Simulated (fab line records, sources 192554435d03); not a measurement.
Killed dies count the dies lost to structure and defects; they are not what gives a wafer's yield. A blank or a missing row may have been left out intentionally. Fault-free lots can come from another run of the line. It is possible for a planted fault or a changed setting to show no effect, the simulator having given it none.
Split-lot study :: flow n5 finfet :: 21 wafers read across 7 lots, on a route 1938 steps long

== ABOUT THE SPLIT ==
At N5_BEOL_M13_ETCH_68 (etches SOC in N2/H2, time 355 s), the setting time s was moved away from the recipe's 355 s on 4 of the 21 wafers read, by -10.7% to +15.7%. For the rest of the wafers, this setting stayed at what the recipe calls for.

The split's own step is where the reading is taken.

== THE READING ==
SiARC_of_BEOL_M13_COAT_66.thk nm (the simulator's own value, which no gauge read), in nm, at N5_BEOL_M13_ETCH_68 (etches SOC in N2/H2, time 355 s). There is no usual value for it anywhere in the file. Across the 17 wafers here that went through the recipe, the average is 77.3 nm and the standard deviation 0.43 nm.

wafer: L081.1
tool, chamber at the split: rie diel-05, 3
time s as run, s: 355
against the recipe: recipe
SiARC_of_BEOL_M13_COAT_66.thk nm, nm: 77.2
against lot-mates on the recipe: -

wafer: L081.4
tool, chamber at the split: rie diel-05, 3
time s as run, s: 355
against the recipe: recipe
SiARC_of_BEOL_M13_COAT_66.thk nm, nm: 77.4
against lot-mates on the recipe: -

wafer: L081.5
tool, chamber at the split: rie diel-05, 2
time s as run, s: 355
against the recipe: recipe
SiARC_of_BEOL_M13_COAT_66.thk nm, nm: 77.8
against lot-mates on the recipe: -

wafer: L083.1
tool, chamber at the split: rie diel-05, 3
time s as run, s: 355
against the recipe: recipe
SiARC_of_BEOL_M13_COAT_66.thk nm, nm: 77.4
against lot-mates on the recipe: -

wafer: L083.4
tool, chamber at the split: rie diel-05, 1
time s as run, s: 355
against the recipe: recipe
SiARC_of_BEOL_M13_COAT_66.thk nm, nm: 77.2
against lot-mates on the recipe: -

wafer: L083.5
tool, chamber at the split: rie diel-05, 2
time s as run, s: 355
against the recipe: recipe
SiARC_of_BEOL_M13_COAT_66.thk nm, nm: 77.8
against lot-mates on the recipe: -

wafer: L084.1
tool, chamber at the split: rie diel-05, 2
time s as run, s: 355
against the recipe: recipe
SiARC_of_BEOL_M13_COAT_66.thk nm, nm: 78
against lot-mates on the recipe: -

wafer: L084.3
tool, chamber at the split: rie diel-05, 3
time s as run, s: 355
against the recipe: recipe
SiARC_of_BEOL_M13_COAT_66.thk nm, nm: 77
against lot-mates on the recipe: -

wafer: L084.6
tool, chamber at the split: rie diel-05, 1
time s as run, s: 355
against the recipe: recipe
SiARC_of_BEOL_M13_COAT_66.thk nm, nm: 77.2
against lot-mates on the recipe: -

wafer: L085.4
tool, chamber at the split: rie diel-03, 0
time s as run, s: 376.8
against the recipe: +6.1%
SiARC_of_BEOL_M13_COAT_66.thk nm, nm: 75.4
against lot-mates on the recipe: -1.6

wafer: L085.5
tool, chamber at the split: rie diel-03, 0
time s as run, s: 355
against the recipe: recipe
SiARC_of_BEOL_M13_COAT_66.thk nm, nm: 76.2
against lot-mates on the recipe: -

wafer: L085.6
tool, chamber at the split: rie diel-03, 3
time s as run, s: 355
against the recipe: recipe
SiARC_of_BEOL_M13_COAT_66.thk nm, nm: 77.8
against lot-mates on the recipe: -

wafer: L086.2
tool, chamber at the split: rie diel-03, 3
time s as run, s: 404.4
against the recipe: +13.9%
SiARC_of_BEOL_M13_COAT_66.thk nm, nm: 72.4
against lot-mates on the recipe: -4.6

wafer: L086.4
tool, chamber at the split: rie diel-03, 1,3
time s as run, s: 355
against the recipe: recipe
SiARC_of_BEOL_M13_COAT_66.thk nm, nm: 77
against lot-mates on the recipe: -

wafer: L086.6
tool, chamber at the split: rie diel-03, 1,3
time s as run, s: 355
against the recipe: recipe
SiARC_of_BEOL_M13_COAT_66.thk nm, nm: 77
against lot-mates on the recipe: -

wafer: L088.3
tool, chamber at the split: rie diel-05, 2
time s as run, s: 410.6
against the recipe: +15.7%
SiARC_of_BEOL_M13_COAT_66.thk nm, nm: 72.8
against lot-mates on the recipe: -4.4

wafer: L088.4
tool, chamber at the split: rie diel-05, 3
time s as run, s: 355
against the recipe: recipe
SiARC_of_BEOL_M13_COAT_66.thk nm, nm: 77.4
against lot-mates on the recipe: -

wafer: L088.5
tool, chamber at the split: rie diel-05, 0
time s as run, s: 355
against the recipe: recipe
SiARC_of_BEOL_M13_COAT_66.thk nm, nm: 77
against lot-mates on the recipe: -

wafer: L095.3
tool, chamber at the split: rie diel-05, 1
time s as run, s: 355
against the recipe: recipe
SiARC_of_BEOL_M13_COAT_66.thk nm, nm: 77.2
against lot-mates on the recipe: -

wafer: L095.4
tool, chamber at the split: rie diel-05, 0
time s as run, s: 355
against the recipe: recipe
SiARC_of_BEOL_M13_COAT_66.thk nm, nm: 76.8
against lot-mates on the recipe: -

wafer: L095.6
tool, chamber at the split: rie diel-05, 2
time s as run, s: 316.9
against the recipe: -10.7%
SiARC_of_BEOL_M13_COAT_66.thk nm, nm: 80.8
against lot-mates on the recipe: +3.8
Where a row lists several chambers, the file gives one row for several wafers and doesn't say which wafer went through which chamber.

THE FIT
A straight line over all 21 wafers: SiARC_of_BEOL_M13_COAT_66.thk nm changes by -0.316 nm for each +1% of time s; r = -0.97; the points scatter about the line by 0.43 nm.
The same after taking each lot's own level away (the mean of its wafers on the recipe; 21 wafers): -0.312 nm for each +1%; r = -0.97; scatter 0.39 nm.
According to that fit, moving time s by its largest amount changes the reading by 4.9 nm.
The lots' own levels span 77.00 to 77.47 nm, that is 1.1 times the standard deviation above.
The two slopes agree, so the slope changes little with the lot-to-lot level.
Check: -5.16 nm against its lot-mates is what the line predicts for one of the wafers moved furthest among these (+15.7%) when that wafer is left out of the fit. It came out at -4.4 nm against them.

== THE OTHER SPLITS THESE WAFERS WENT THROUGH ==
Before the reading, these wafers also passed through other splits. Each is held against what the fit with the lots' levels taken away leaves over:
other split on the same wafers: N5_BEOL_M10_DEP_56 time s
wafers away from the commonest value: 7
r with SiARC_of_BEOL_M13_COAT_66.thk nm (lot level and that fit taken away): +0.16

other split on the same wafers: N5_BEOL_M12_SPUTTER_43 time s
wafers away from the commonest value: 9
r with SiARC_of_BEOL_M13_COAT_66.thk nm (lot level and that fit taken away): +0.39

== FILE'S OWN FIT ==
SiARC_of_BEOL_M13_COAT_66.thk nm changes by -0.31 nm for each +1% of time s, r = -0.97.
